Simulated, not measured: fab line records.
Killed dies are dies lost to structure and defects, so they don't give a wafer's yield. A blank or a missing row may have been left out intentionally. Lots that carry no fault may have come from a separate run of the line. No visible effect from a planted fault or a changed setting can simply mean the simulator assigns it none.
Which of the tools did it? / flow n5 finfet / 9 lots with 25 wafers sampled at 5 steps, on a route of 1938 steps

## WHAT THE GAUGES READ, wafer by wafer
N5_BEOL_M4_RC_MEAS_101. Usual: DIBL_N 36.3 mV/V, standard deviation 1; DIBL_P 36.2 mV/V, standard deviation 1.4; IOFF_N 0.157 nA/um, standard deviation 0.021; IOFF_P 0.206 nA/um, standard deviation 0.025; ION_N 673 uA/um, standard deviation 9; ION_P 461 uA/um, standard deviation 6.4; SS_N 71.5 mV/dec, standard deviation 0.5; SS_P 73.2 mV/dec, standard deviation 0.47; VT_N 249.9 mV, standard deviation 2.4; VT_P -250.6 mV, standard deviation 2.9.
lot=L852; measured=day 8 05:05; on=prober-02; DIBL_N (mV/V)=36.7 34.9 36.6; DIBL_P (mV/V)=35.9 34.3 36.5; IOFF_N (nA/um)=0.175 0.153 0.190; IOFF_P (nA/um)=0.204 0.182 0.208; ION_N (uA/um)=683 679 689; ION_P (uA/um)=460 466 462; SS_N (mV/dec)=71.6 71.4 71.7; SS_P (mV/dec)=73.8 73.2 74.1; VT_N (mV)=249.0 250.8 248.7; VT_P (mV)=-251.3 -252.4 -253.0; flag=
lot=L853; measured=day 9 11:14; on=prober-01; DIBL_N (mV/V)=35.1 36.8 36.6; DIBL_P (mV/V)=35.5 37.4 37.1; IOFF_N (nA/um)=0.132 0.159 0.158; IOFF_P (nA/um)=0.191 0.221 0.216; ION_N (uA/um)=675 679 679; ION_P (uA/um)=465 471 464; SS_N (mV/dec)=70.5 71.0 71.9; SS_P (mV/dec)=72.7 73.3 72.9; VT_N (mV)=252.1 246.7 248.5; VT_P (mV)=-252.4 -248.8 -251.5; flag=
lot=L854; measured=day 9 07:38; on=prober-02; DIBL_N (mV/V)=36.7 35.1; DIBL_P (mV/V)=37.4 36.1; IOFF_N (nA/um)=0.170 0.145; IOFF_P (nA/um)=0.224 0.196; ION_N (uA/um)=669 665; ION_P (uA/um)=464 456; SS_N (mV/dec)=72.4 71.5; SS_P (mV/dec)=73.5 73.2; VT_N (mV)=247.3 251.9; VT_P (mV)=-249.1 -252.0; flag=
lot=L855; measured=day 9 09:32; on=prober-01; DIBL_N (mV/V)=37.5 39.5 38.3; DIBL_P (mV/V)=35.9 38.7 37.6; IOFF_N (nA/um)=0.151 0.202 0.181; IOFF_P (nA/um)=0.199 0.242 0.226; ION_N (uA/um)=668 686 686; ION_P (uA/um)=464 467 469; SS_N (mV/dec)=71.5 72.3 71.5; SS_P (mV/dec)=73.9 73.3 73.5; VT_N (mV)=250.2 246.9 250.7; VT_P (mV)=-249.6 -247.3 -250.6; flag=
lot=L856; measured=day 9 14:14; on=prober-01; DIBL_N (mV/V)=36.2 36.3; DIBL_P (mV/V)=37.4 37.1; IOFF_N (nA/um)=0.189 0.183; IOFF_P (nA/um)=0.241 0.251; ION_N (uA/um)=673 676; ION_P (uA/um)=463 465; SS_N (mV/dec)=71.8 71.9; SS_P (mV/dec)=73.5 74.3; VT_N (mV)=246.8 249.2; VT_P (mV)=-248.0 -246.9; flag=
lot=L862; measured=day 11 07:20; on=prober-01; DIBL_N (mV/V)=35.0 35.3 36.3; DIBL_P (mV/V)=34.8 35.0 36.4; IOFF_N (nA/um)=0.146 0.152 0.173; IOFF_P (nA/um)=0.197 0.201 0.220; ION_N (uA/um)=674 661 677; ION_P (uA/um)=465 454 459; SS_N (mV/dec)=71.1 71.4 71.4; SS_P (mV/dec)=72.9 73.1 72.9; VT_N (mV)=250.0 254.8 247.7; VT_P (mV)=-252.0 -248.4 -250.4; flag=
lot=L866; measured=day 12 04:47; on=prober-02; DIBL_N (mV/V)=35.6 36.8 36.5; DIBL_P (mV/V)=35.9 37.1 37.8; IOFF_N (nA/um)=0.151 0.173 0.172; IOFF_P (nA/um)=0.179 0.206 0.214; ION_N (uA/um)=665 666 678; ION_P (uA/um)=455 455 463; SS_N (mV/dec)=70.6 71.6 71.6; SS_P (mV/dec)=73.3 72.8 73.4; VT_N (mV)=248.0 250.0 248.5; VT_P (mV)=-254.9 -251.5 -252.5; flag=
lot=L869; measured=day 12 23:17; on=prober-01; DIBL_N (mV/V)=35.8 34.6 35.3; DIBL_P (mV/V)=36.5 35.0 35.7; IOFF_N (nA/um)=0.162 0.136 0.152; IOFF_P (nA/um)=0.227 0.198 0.210; ION_N (uA/um)=680 670 677; ION_P (uA/um)=469 467 468; SS_N (mV/dec)=71.4 71.5 71.4; SS_P (mV/dec)=74.0 72.7 73.7; VT_N (mV)=245.4 251.9 251.6; VT_P (mV)=-247.4 -251.0 -245.4; flag=
lot=L870; measured=day 13 01:10; on=prober-01; DIBL_N (mV/V)=35.8 36.5 35.6; DIBL_P (mV/V)=34.6 34.8 34.3; IOFF_N (nA/um)=0.141 0.147 0.142; IOFF_P (nA/um)=0.206 0.210 0.208; ION_N (uA/um)=679 665 681; ION_P (uA/um)=470 463 472; SS_N (mV/dec)=71.0 71.5 71.0; SS_P (mV/dec)=73.2 72.5 72.6; VT_N (mV)=250.3 248.9 250.8; VT_P (mV)=-247.9 -246.2 -247.9; flag=

## WHAT TOOL EACH LOT RAN ON (gives the tool, then ch and the chambers of the sampled wafers, and finally the start)
lot=L852; N5_BEOL_M0_SAQP_PECVD_97=pecvd-03 ch 0,1,2, day 6 04:06; N5_BEOL_M0_SAQP_MANDREL_ETCH_20=rie si-05 ch 1,2,3, day 6 05:05; N5_BEOL_M0_SAQP_SPACER1_ALD_98=ald sin-02 ch 2,3, day 6 05:47; N5_BEOL_M0_SAQP_MANDREL1_REMOVE_100=rie si-06 ch 1,2,3, day 6 06:20
lot=L853; N5_BEOL_M0_SAQP_PECVD_97=pecvd-01 ch 0,2, day 6 16:53; N5_BEOL_M0_SAQP_MANDREL_ETCH_20=rie si-05 ch 1,2, day 6 17:44; N5_BEOL_M0_SAQP_SPACER1_ALD_98=ald sin-03 ch 0,2,3, day 6 18:28; N5_BEOL_M0_SAQP_MANDREL1_REMOVE_100=rie si-01 ch 0,2, day 6 19:02
lot=L854; N5_BEOL_M0_SAQP_PECVD_97=pecvd-03 ch 0,2, day 6 19:31; N5_BEOL_M0_SAQP_MANDREL_ETCH_20=rie si-05 ch 1,2, day 6 20:34; N5_BEOL_M0_SAQP_SPACER1_ALD_98=ald sin-03 ch 1,2, day 6 22:29; N5_BEOL_M0_SAQP_MANDREL1_REMOVE_100=rie si-06 ch 2,3, day 6 23:06
lot=L855; N5_BEOL_M0_SAQP_PECVD_97=pecvd-01 ch 0,1,2, day 6 23:53; N5_BEOL_M0_SAQP_MANDREL_ETCH_20=rie si-01 ch 1,2,3, day 7 00:44; N5_BEOL_M0_SAQP_SPACER1_ALD_98=ald sin-02 ch 1,2, day 7 01:37; N5_BEOL_M0_SAQP_MANDREL1_REMOVE_100=rie si-05 ch 2,3, day 7 02:10
lot=L856; N5_BEOL_M0_SAQP_PECVD_97=pecvd-04 ch 1,2, day 7 03:34; N5_BEOL_M0_SAQP_MANDREL_ETCH_20=rie si-05 ch 1,2, day 7 04:32; N5_BEOL_M0_SAQP_SPACER1_ALD_98=ald sin-02 ch 0,1, day 7 05:13; N5_BEOL_M0_SAQP_MANDREL1_REMOVE_100=rie si-01 ch 0, day 7 05:46
lot=L862; N5_BEOL_M0_SAQP_PECVD_97=pecvd-04 ch 1,2, day 8 16:56; N5_BEOL_M0_SAQP_MANDREL_ETCH_20=rie si-06 ch 0,1,2, day 8 17:55; N5_BEOL_M0_SAQP_SPACER1_ALD_98=ald sin-03 ch 0,1,3, day 8 19:34; N5_BEOL_M0_SAQP_MANDREL1_REMOVE_100=rie si-05 ch 2,3, day 8 20:13
lot=L866; N5_BEOL_M0_SAQP_PECVD_97=pecvd-03 ch 0,1,2, day 9 19:10; N5_BEOL_M0_SAQP_MANDREL_ETCH_20=rie si-06 ch 0,1,2, day 9 20:28; N5_BEOL_M0_SAQP_SPACER1_ALD_98=ald sin-01 ch 1,2, day 9 22:13; N5_BEOL_M0_SAQP_MANDREL1_REMOVE_100=rie si-01 ch 0,1, day 9 22:47
lot=L869; N5_BEOL_M0_SAQP_PECVD_97=pecvd-04 ch 0,2, day 10 14:35; N5_BEOL_M0_SAQP_MANDREL_ETCH_20=rie si-01 ch 0,1,2, day 10 15:37; N5_BEOL_M0_SAQP_SPACER1_ALD_98=ald sin-01 ch 0,1,2, day 10 16:50; N5_BEOL_M0_SAQP_MANDREL1_REMOVE_100=rie si-05 ch 0,1,3, day 10 17:24
lot=L870; N5_BEOL_M0_SAQP_PECVD_97=pecvd-01 ch 0,1,2, day 10 20:57; N5_BEOL_M0_SAQP_MANDREL_ETCH_20=rie si-01 ch 1,2,3, day 10 22:07; N5_BEOL_M0_SAQP_SPACER1_ALD_98=ald sin-01 ch 0,3, day 10 22:44; N5_BEOL_M0_SAQP_MANDREL1_REMOVE_100=rie si-06 ch 0,1,3, day 10 23:20
- N5_BEOL_M0_SAQP_PECVD_97: deposits SiNx from SiH4/NH3/N2, target thk 23 nm, time 19.9 s.
- N5_BEOL_M0_SAQP_MANDREL_ETCH_20: etches a-Si in HBr/Cl2, stops on SiNx, target depth 60 nm, bt time 10 s, time 30 s.
- N5_BEOL_M0_SAQP_SPACER1_ALD_98: deposits SiO2, target thk 12.8 nm, pulse time 1 s, purge time 2 s.
- N5_BEOL_M0_SAQP_MANDREL1_REMOVE_100: chemistry HBr/Cl2/O2, target a-Si, stops on SiNx, bt time 10 s.

## AS READ BY THE TOOLS THEMSELVES (means over the sampled wafers that have a number; for cases with no such wafer, the mark the record gives instead)
N5_BEOL_M0_SAQP_PECVD_97. Usual: heater power w 589 W, standard deviation 81; showerhead plenum p Torr 5.15 Torr, standard deviation 0.066; throttle valve pct 40.0 %, standard deviation 1.8.
lot=L852; tool=pecvd-03; heater power w (W)=556; showerhead plenum p Torr (Torr)=5.20; throttle valve pct (%)=39.7; flag=
lot=L853; tool=pecvd-01; heater power w (W)=572; showerhead plenum p Torr (Torr)=5.07; throttle valve pct (%)=39.4; flag=
lot=L854; tool=pecvd-03; heater power w (W)=526; showerhead plenum p Torr (Torr)=5.17; throttle valve pct (%)=39.3; flag=
lot=L855; tool=pecvd-01; heater power w (W)=609; showerhead plenum p Torr (Torr)=5.10; throttle valve pct (%)=40.8; flag=
lot=L856; tool=pecvd-04; heater power w (W)=653; showerhead plenum p Torr (Torr)=5.19; throttle valve pct (%)=37.8; flag=
lot=L862; tool=pecvd-04; heater power w (W)=659; showerhead plenum p Torr (Torr)=5.17; throttle valve pct (%)=37.6; flag=
lot=L866; tool=pecvd-03; heater power w (W)=519; showerhead plenum p Torr (Torr)=5.21; throttle valve pct (%)=39.9; flag=
lot=L869; tool=pecvd-04; heater power w (W)=552; showerhead plenum p Torr (Torr)=5.14; throttle valve pct (%)=39.9; flag=
lot=L870; tool=pecvd-01; heater power w (W)=635; showerhead plenum p Torr (Torr)=5.10; throttle valve pct (%)=41.3; flag=

N5_BEOL_M0_SAQP_MANDREL_ETCH_20. Usual: bias w 74.99 W, standard deviation 0.24; drypump motor current A 5.8 A, standard deviation 0.54; oes product au 0.778 a.u., standard deviation 0.01; throttle valve pct 35.50 %, standard deviation 0.27.
lot=L852; tool=rie si-05; bias w (W)=75.19; drypump motor current A (A)=5.7; oes product au (a.u.)=0.758; throttle valve pct (%)=35.50; flag=
lot=L853; tool=rie si-05; bias w (W)=74.96; drypump motor current A (A)=5.3; oes product au (a.u.)=0.769; throttle valve pct (%)=35.65; flag=
lot=L854; tool=rie si-05; bias w (W)=75.02; drypump motor current A (A)=5.3; oes product au (a.u.)=0.770; throttle valve pct (%)=35.66; flag=
lot=L855; tool=rie si-01; bias w (W)=74.89; drypump motor current A (A)=6.2; oes product au (a.u.)=0.784; throttle valve pct (%)=35.51; flag=
lot=L856; tool=rie si-05; bias w (W)=74.78; drypump motor current A (A)=5.3; oes product au (a.u.)=0.782; throttle valve pct (%)=35.63; flag=
lot=L862; tool=rie si-06; bias w (W)=75.05; drypump motor current A (A)=5.8; oes product au (a.u.)=0.782; throttle valve pct (%)=35.41; flag=
lot=L866; tool=rie si-06; bias w (W)=74.95; drypump motor current A (A)=5.8; oes product au (a.u.)=0.761; throttle valve pct (%)=35.44; flag=
lot=L869; tool=rie si-01; bias w (W)=74.95; drypump motor current A (A)=6.2; oes product au (a.u.)=0.781; throttle valve pct (%)=35.57; flag=
lot=L870; tool=rie si-01; bias w (W)=75.10; drypump motor current A (A)=6.3; oes product au (a.u.)=0.778; throttle valve pct (%)=35.51; flag=

N5_BEOL_M0_SAQP_SPACER1_ALD_98. Usual: heater power w 443 W, standard deviation 53; precursor pulse height rel 1.000, standard deviation 0.019.
lot=L852; tool=ald sin-02; heater power w (W)=485; precursor pulse height rel=1.014; flag=
lot=L853; tool=ald sin-03; heater power w (W)=417; precursor pulse height rel=1.007; flag=
lot=L854; tool=ald sin-03; heater power w (W)=413; precursor pulse height rel=1.000; flag=
lot=L855; tool=ald sin-02; heater power w (W)=471; precursor pulse height rel=1.007; flag=
lot=L856; tool=ald sin-02; heater power w (W)=460; precursor pulse height rel=0.994; flag=
lot=L862; tool=ald sin-03; heater power w (W)=455; precursor pulse height rel=0.985; flag=
lot=L866; tool=ald sin-01; heater power w (W)=500; precursor pulse height rel=0.996; flag=
lot=L869; tool=ald sin-01; heater power w (W)=459; precursor pulse height rel=1.003; flag=
lot=L870; tool=ald sin-01; heater power w (W)=386; precursor pulse height rel=1.003; flag=

N5_BEOL_M0_SAQP_MANDREL1_REMOVE_100. Usual: bias w 30.02 W, standard deviation 0.096; drypump motor current A 5.9 A, standard deviation 0.51; oes product au 1.005 a.u., standard deviation 0.013; throttle valve pct 36.78 %, standard deviation 0.26.
lot=L852; tool=rie si-06; bias w (W)=30.05; drypump motor current A (A)=5.5; oes product au (a.u.)=0.993; throttle valve pct (%)=36.69; flag=
lot=L853; tool=rie si-01; bias w (W)=30.02; drypump motor current A (A)=6.2; oes product au (a.u.)=1.004; throttle valve pct (%)=36.98; flag=
lot=L854; tool=rie si-06; bias w (W)=29.96; drypump motor current A (A)=5.8; oes product au (a.u.)=0.980; throttle valve pct (%)=36.91; flag=
lot=L855; tool=rie si-05; bias w (W)=30.02; drypump motor current A (A)=5.7; oes product au (a.u.)=1.017; throttle valve pct (%)=36.72; flag=
lot=L856; tool=rie si-01; bias w (W)=29.98; drypump motor current A (A)=6.2; oes product au (a.u.)=1.000; throttle valve pct (%)=37.12; flag=
lot=L862; tool=rie si-05; bias w (W)=30.09; drypump motor current A (A)=6.2; oes product au (a.u.)=1.021; throttle valve pct (%)=36.58; flag=
lot=L866; tool=rie si-01; bias w (W)=29.96; drypump motor current A (A)=6.3; oes product au (a.u.)=1.003; throttle valve pct (%)=36.79; flag=
lot=L869; tool=rie si-05; bias w (W)=30.06; drypump motor current A (A)=5.9; oes product au (a.u.)=1.010; throttle valve pct (%)=36.64; flag=
lot=L870; tool=rie si-06; bias w (W)=30.06; drypump motor current A (A)=5.8; oes product au (a.u.)=1.001; throttle valve pct (%)=36.79; flag=

## THE ANSWER, worked out from the rows above alone
Rule: take the mean of a lot's wafers that have a number; if it is more than 3 standard deviations from the usual mean, the lot is off. Also off: a lot with no number at a reading for which 4 or more lots have one. All remaining lots with rows at the step are treated as sound. The gauges are gone through in route order, then the tools' own readings, and for those a lot's mean is taken as printed above. The first step at which some lot is off is used, and at that step the reading that is off furthest; a lot without a number counts as furthest.
None of the lots is off at any reading shown; this tells nothing.

## WHAT HAD BEEN PUT IN BY THE SIMULATOR
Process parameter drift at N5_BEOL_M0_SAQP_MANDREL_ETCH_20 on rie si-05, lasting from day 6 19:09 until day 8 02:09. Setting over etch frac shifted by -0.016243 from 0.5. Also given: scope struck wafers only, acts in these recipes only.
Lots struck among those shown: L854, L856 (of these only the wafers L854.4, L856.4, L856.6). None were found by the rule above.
